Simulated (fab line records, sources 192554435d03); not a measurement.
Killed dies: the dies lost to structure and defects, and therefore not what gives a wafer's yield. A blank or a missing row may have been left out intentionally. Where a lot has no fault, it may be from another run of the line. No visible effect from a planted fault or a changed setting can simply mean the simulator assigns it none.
Which tool did it?    flow n5 finfet    Sampling: 9 lots, 23 wafers, 5 of 1938 route steps

== WHAT THE GAUGES READ, wafer by wafer ==
N5_BEOL_M4_RC_MEAS_101. Usual: DIBL_N 36.0 mV/V, standard deviation 2.2; DIBL_P 36.2 mV/V, standard deviation 2.4; IOFF_N 0.16 nA/um, standard deviation 0.035; IOFF_N_85C 3.1 nA/um, standard deviation 0.57; IOFF_N_LIN 0.073 nA/um, standard deviation 0.013; IOFF_N_LONG 5.49e-05 nA/um, standard deviation 1.8e-06; IOFF_P 0.21 nA/um, standard deviation 0.037; IOFF_P_85C 3.6 nA/um, standard deviation 0.54; IOFF_P_LIN 0.099 nA/um, standard deviation 0.013; IOFF_P_LONG 0.000105 nA/um, standard deviation 6.9e-06; ION_N 672 uA/um, standard deviation 13; ION_P 461 uA/um, standard deviation 7; SS_N 71.4 mV/dec, standard deviation 0.69; SS_P 73.2 mV/dec, standard deviation 0.75; VT_N 250 mV, standard deviation 3.4; VT_N_LONG 275.3 mV, standard deviation 1.9; VT_N_LVT 99 mV, standard deviation 3.6; VT_P -251 mV, standard deviation 3; VT_P_LONG -275.6 mV, standard deviation 2.6; VT_P_LVT -99.1 mV, standard deviation 2.7.
lot   measured      on         DIBL_N (mV/V)   DIBL_P (mV/V)   IOFF_N (nA/um)  IOFF_N_85C (nA/um)  IOFF_N_LIN (nA/um)  IOFF_N_LONG (nA/um)         IOFF_P (nA/um)  IOFF_P_85C (nA/um)  IOFF_P_LIN (nA/um)  IOFF_P_LONG (nA/um)         ION_N (uA/um)  ION_P (uA/um)  SS_N (mV/dec)   SS_P (mV/dec)   VT_N (mV)    VT_N_LONG (mV)     VT_N_LVT (mV)  VT_P (mV)       VT_P_LONG (mV)        VT_P_LVT (mV)         flag
L420  day 9 10:32   prober-01  38.5 39.2       37.1 37.9       0.18 0.21       3.5 3.9             0.083 0.090         5.58e-05 5.56e-05           0.22 0.24       3.8 4.2             0.102 0.110         0.000104 0.000102           671 679        458 458        72.7 71.8       73.8 73.9       247 248      274.8 274.3        97 94          -250 -246       -275.4 -272.9         -98.6 -96.7           
L422  day 10 16:19  prober-02  34.8 34.9 33.5  35.5 35.1 34.3  0.14 0.14 0.12  2.7 2.8 2.5         0.067 0.069 0.061   5.51e-05 5.56e-05 5.48e-05  0.20 0.20 0.18  3.6 3.5 3.3         0.101 0.102 0.094   0.000113 0.000103 0.00011   672 666 661    463 462 457    70.9 70.7 70.3  73.6 72.9 72.7  252 251 254  271.0 275.1 276.0  100 99 101     -252 -248 -251  -272.6 -273.8 -273.8  -97.5 -98.2 -99.4     
L425  day 10 19:42  prober-02  34.2 36.7 36.2  33.5 37.9 36.5  0.13 0.18 0.16  2.7 3.5 3.2         0.065 0.087 0.078   5.85e-05 5.76e-05 5.78e-05  0.18 0.24 0.22  3.3 4.1 3.8         0.094 0.114 0.107   0.000116 0.000113 0.000111  675 684 683    465 471 460    70.3 71.8 70.8  72.5 73.6 73.1  252 246 249  272.9 271.7 273.5  102 96 98      -250 -246 -250  -272.4 -273.0 -272.4  -100.2 -96.6 -98.1    
L426  day 11 01:01  prober-01  38.7 35.8       40.3 36.0       0.04 0.15       1.0 3.0             0.017 0.066         2.47e-05 5.34e-05           0.42 0.18       6.4 3.2             0.183 0.088         0.000145 9.1e-05            580 647        486 445        71.9 72.5       74.4 73.0       293 253      325.0 275.8        141 98         -233 -253       -262.7 -278.0         -82.9 -100.6          OFF
L427  day 11 21:13  prober-02  37.0 39.7       38.9 41.3       0.02 0.04       0.7 0.9             0.012 0.015         2.48e-05 2.46e-05           0.32 0.39       5.3 6.1             0.155 0.176         0.000161 0.000148           554 563        477 477        71.7 72.9       73.3 74.5       303 296      324.8 327.2        152 147        -237 -236       -260.8 -261.7         -86.8 -85.3           OFF
L432  day 13 14:25  prober-02  35.7 36.6       36.3 37.7       0.03 0.17       0.7 3.3             0.012 0.076         2.6e-05 5.46e-05            0.32 0.22       5.2 3.8             0.150 0.101         0.00015 9.9e-05             564 665        486 464        71.7 72.0       73.6 73.7       300 251      330.5 277.8        150 100        -240 -252       -264.2 -276.8         -88.6 -99.7           OFF
L435  day 13 14:39  prober-01  36.3 32.1 32.0  34.9 30.5 30.6  0.13 0.09 0.09  2.6 1.8 1.8         0.061 0.044 0.044   5.24e-05 5.18e-05 5.14e-05  0.19 0.14 0.14  3.3 2.5 2.6         0.091 0.075 0.075   0.000106 0.000105 0.000109  659 651 647    452 450 452    71.5 69.7 69.8  73.4 72.0 71.9  252 258 259  276.5 279.1 276.6  103 108 108    -250 -256 -254  -275.9 -275.5 -273.9  -102.9 -104.7 -105.2  
L439  day 14 21:56  prober-02  36.0 39.7 38.7  34.2 38.0 37.5  0.14 0.20 0.18  2.7 3.7 3.4         0.067 0.088 0.081   5.83e-05 5.82e-05 5.85e-05  0.21 0.28 0.26  3.7 4.7 4.4         0.108 0.130 0.122   0.000119 0.000125 0.00012   677 687 677    467 476 471    71.6 71.6 71.9  73.0 73.2 73.5  251 247 247  275.0 274.6 277.5  101 98 99      -244 -243 -245  -271.6 -271.2 -269.3  -98.4 -95.4 -96.9     
L440  day 15 02:20  prober-02  37.0 37.4 35.2  38.6 39.4 37.4  0.19 0.20 0.17  3.6 3.9 3.3         0.087 0.091 0.080   5.69e-05 5.83e-05 5.67e-05  0.23 0.23 0.21  3.7 3.8 3.5         0.100 0.103 0.096   0.000108 0.0001 0.000102    689 696 681    460 470 468    71.7 72.3 71.6  74.1 73.4 73.8  247 247 250  271.6 272.0 273.3  96 94 96       -250 -251 -251  -277.3 -276.8 -276.7  -98.8 -99.8 -100.4    

== WHICH TOOL RAN EACH LOT (tool, then ch and the chambers of the sampled wafers, then the start) ==
lot   N5_HKMG_FIN_STRIP_57               N5_HKMG_FIN_NWFM_ALD_20             N5_HKMG_FIN_W_FILL_22         N5_GATE_CUT_ETCH_56
L420  rie diel-03 ch 0,1, day 4 16:00    ald metal-03 ch 0,3, day 4 20:58    cvd w-01 ch 0,1, day 4 22:34  rie metal-02 ch 0, day 4 23:32
L422  rie diel-04 ch 0,2, day 5 02:48    ald metal-03 ch 0,2,3, day 5 08:58  cvd w-02 ch 1, day 5 10:34    rie metal-01 ch 0,1, day 5 11:32
L425  rie diel-06 ch 1,3, day 5 16:17    ald metal-03 ch 0,2,3, day 5 21:24  cvd w-02 ch 0,1, day 5 23:00  rie metal-01 ch 0, day 6 00:00
L426  rie diel-03 ch 0,2, day 6 02:25    ald metal-03 ch 1,2, day 6 08:02    cvd w-02 ch 0,1, day 6 09:52  rie metal-02 ch 0,1, day 6 10:52
L427  rie diel-06 ch 1,3, day 6 07:46    ald metal-03 ch 1,3, day 6 12:52    cvd w-02 ch 0,1, day 6 14:28  rie metal-02 ch 0,1, day 6 15:26
L432  rie diel-03 ch 1,3, day 7 17:02    ald metal-03 ch 2,3, day 7 22:53    cvd w-01 ch 0,1, day 8 00:31  rie metal-01 ch 1, day 8 01:31
L435  rie diel-06 ch 0,3, day 8 08:42    ald metal-04 ch 0,2,3, day 8 13:44  cvd w-01 ch 0,1, day 8 15:21  rie metal-01 ch 0,1, day 8 16:19
L439  rie diel-03 ch 0,1,2, day 9 06:53  ald metal-01 ch 0,2,3, day 9 12:19  cvd w-01 ch 0, day 9 13:58    rie metal-01 ch 0, day 9 14:56
L440  rie diel-04 ch 0,2, day 9 11:43    ald metal-01 ch 0,2,3, day 9 17:35  cvd w-02 ch 0,1, day 9 19:13  rie metal-03 ch 0,1, day 9 20:12
- N5_HKMG_FIN_STRIP_57: strips in CF4.
- N5_HKMG_FIN_NWFM_ALD_20: deposits TiAlC, target thk 2 nm, pulse time 3 s, purge time 2 s.
- N5_HKMG_FIN_W_FILL_22: material W, target thk 60 nm, time 18.2 s.
- N5_GATE_CUT_ETCH_56: etches TiN in Cl2/Ar, target depth 21.6 nm.

== WHAT THE TOOLS THEMSELVES READ (means of the sampled wafers that have a number; where no wafer has one, the mark that the record gives instead) ==
N5_HKMG_FIN_STRIP_57. Usual: drypump motor current A 5.6 A, standard deviation 0.51; oes product au 0.81 a.u., standard deviation 0.081; rf vpp V 271.3 V, standard deviation 1.5; showerhead plenum p Torr 1.80 Torr, standard deviation 0.066; throttle valve pct 13.52 %, standard deviation 0.21.
lot   tool         drypump motor current A (A)  oes product au (a.u.)  rf vpp V (V)  showerhead plenum p Torr (Torr)  throttle valve pct (%)  flag
L420  rie diel-03  5.8                          0.81                   272.2         1.85                             13.38                   
L422  rie diel-04  5.5                          0.79                   271.1         1.74                             13.62                   
L425  rie diel-06  5.6                          0.96                   273.6         1.92                             13.45                   
L426  rie diel-03  5.4                          0.83                   271.1         1.81                             13.57                   
L427  rie diel-06  5.4                          0.95                   273.7         1.92                             13.50                   
L432  rie diel-03  6.0                          0.81                   271.2         1.77                             13.27                   
L435  rie diel-06  5.0                          0.92                   272.8         1.88                             13.57                   
L439  rie diel-03  5.7                          0.80                   271.8         1.81                             13.52                   
L440  rie diel-04  6.2                          0.72                   269.5         1.75                             13.86                   

N5_HKMG_FIN_NWFM_ALD_20. Usual: heater power w 487 W, standard deviation 59; precursor pulse height rel 0.998, standard deviation 0.021.
lot   tool          heater power w (W)  precursor pulse height rel  flag
L420  ald metal-03  512                 0.993                       
L422  ald metal-03  530                 0.983                       
L425  ald metal-03  523                 0.976                       
L426  ald metal-03  526                 1.018                       
L427  ald metal-03  532                 1.028                       
L432  ald metal-03  584                 0.990                       
L435  ald metal-04  430                 1.012                       
L439  ald metal-01  476                 0.987                       
L440  ald metal-01  469                 0.992                       

N5_HKMG_FIN_W_FILL_22. Usual: heater power w 867 W, standard deviation 47; throttle valve pct 18.5 %, standard deviation 0.38.
lot   tool      heater power w (W)  throttle valve pct (%)  flag
L420  cvd w-01  836                 18.4                    
L422  cvd w-02  930                 18.6                    
L425  cvd w-02  879                 18.2                    
L426  cvd w-02  893                 18.4                    
L427  cvd w-02  870                 18.4                    
L432  cvd w-01  814                 18.5                    
L435  cvd w-01  835                 18.9                    
L439  cvd w-01  794                 18.5                    
L440  cvd w-02  898                 18.5                    

N5_GATE_CUT_ETCH_56. Usual: bias w 60.03 W, standard deviation 0.2; drypump motor current A 5.6 A, standard deviation 0.65; oes product au 0.72 a.u., standard deviation 0.091; throttle valve pct 20.88 %, standard deviation 0.2.
lot   tool          bias w (W)  drypump motor current A (A)  oes product au (a.u.)  throttle valve pct (%)  flag
L420  rie metal-02  59.89       5.7                          0.89                   20.56                   
L422  rie metal-01  60.13       5.6                          0.69                   20.93                   
L425  rie metal-01  59.95       6.7                          0.79                   21.09                   
L426  rie metal-02  59.85       5.8                          0.76                   20.75                   
L427  rie metal-02  60.07       5.8                          0.77                   20.73                   
L432  rie metal-01  60.05       5.1                          0.63                   20.88                   
L435  rie metal-01  60.07       5.6                          0.68                   20.94                   
L439  rie metal-01  60.12       6.7                          0.78                   21.10                   
L440  rie metal-03  59.91       5.2                          0.73                   20.77                   

== THE ANSWER, worked out from the rows above alone ==
Rule: take the mean of a lot's wafers that have a number; if it is more than 3 standard deviations from the usual mean, the lot is off. A lot without any number at a reading at which 4 lots or more have one is off too. Any other lot the step has rows for is counted as sound. After the gauges, taken in route order, come the tools' own readings; for these a lot's mean is taken, as printed above. The first step at which some lot is off is used, and at that step the reading that is off furthest; a lot without a number counts as furthest.
Off: L426, L427, L432, seen at N5_BEOL_M4_RC_MEAS_101 (VT_N_LONG).
A tool fits if, at a process step before that reading, it ran every lot that is off, and no sound lot after the first of them. Those tools and the gauges at N5_BEOL_M4_RC_MEAS_101 are tried in the same way. One candidate fits, namely ald metal-03 at N5_HKMG_FIN_NWFM_ALD_20. Its last sound lot is L425 (day 5 21:24), its first lot that is off L426 (day 6 08:02): a fault that began between those two fits.

== WHAT THE SIMULATOR PUT IN ==
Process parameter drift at N5_HKMG_FIN_NWFM_ALD_20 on ald metal-03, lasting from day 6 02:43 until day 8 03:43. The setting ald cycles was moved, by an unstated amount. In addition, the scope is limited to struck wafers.
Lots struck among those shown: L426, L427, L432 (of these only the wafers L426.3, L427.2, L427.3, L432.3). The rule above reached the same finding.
